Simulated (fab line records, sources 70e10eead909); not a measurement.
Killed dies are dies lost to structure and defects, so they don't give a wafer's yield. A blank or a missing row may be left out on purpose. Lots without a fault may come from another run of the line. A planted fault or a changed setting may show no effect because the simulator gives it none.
Chamber matching | flow nand_harc | NHARC_P_BONDPAD_ETCH_37 on rie_diel-12: 4 sister chambers
The step etches the open film in N2/H2, target depth 60 nm, overetch 18 nm, time 65.91 s. 7 wafers are shown with their chamber, then 7 later ones without.

WAFERS WITH THEIR CHAMBER
wafer  | chamber | rf_vpp_V (V) | oes_product_au (a.u.)
L278.2 | 3       | 427.6        | 1.025
L280.3 | 0       | 429.9        | 0.998
L279.2 | 0       | 431.2        | 0.997
L287.5 | 1       | 426.4        | 0.995
L287.6 | 2       | 427.6        | 0.997
L288.1 | 1       | 428.5        | 1.012
L288.4 | 2       | 427.1        | 1.004

WAFERS WITHOUT THEIR CHAMBER
wafer  | rf_vpp_V (V) | oes_product_au (a.u.)
L288.5 | 426.8        | 1.009
L289.1 | 431.3        | 0.992
L289.5 | 430.5        | 0.982
L289.6 | 426.8        | 0.987
L292.1 | 426.4        | 0.986
L292.3 | 426.8        | 1.004
L292.5 | 426.6        | 1.020

WHICH CHAMBER EACH WENT THROUGH
wafer  | from the rows above          | in truth
L288.5 | can't be placed: 1 or 2 or 3 | 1
L289.1 | 0                            | 0
L289.5 | can't be placed: 0 or 2      | 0
L289.6 | can't be placed: 2 or 1      | 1
L292.1 | can't be placed: 2 or 1      | 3
L292.3 | can't be placed: 1 or 2      | 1
L292.5 | can't be placed: 3 or 1 or 2 | 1
Placed correctly: 1 of 7. Can't be placed from these rows: 6 (the true chamber is among the candidates in 5). Placed wrongly: 0.
How it was worked out, from the rows above alone: a wafer's distance from a chamber is the root of the sum, over the readings, of the square of ((its reading less the chamber's mean) divided by the reading's scatter). The wafer belongs to the nearest chamber; if the next one is less than 2 further off, it can't be placed. A chamber's mean is the mean of its shown wafers. The scatter: the root of (the sum of the squares of (reading less its chamber's mean) over the shown wafers, divided by (wafers less chambers)).
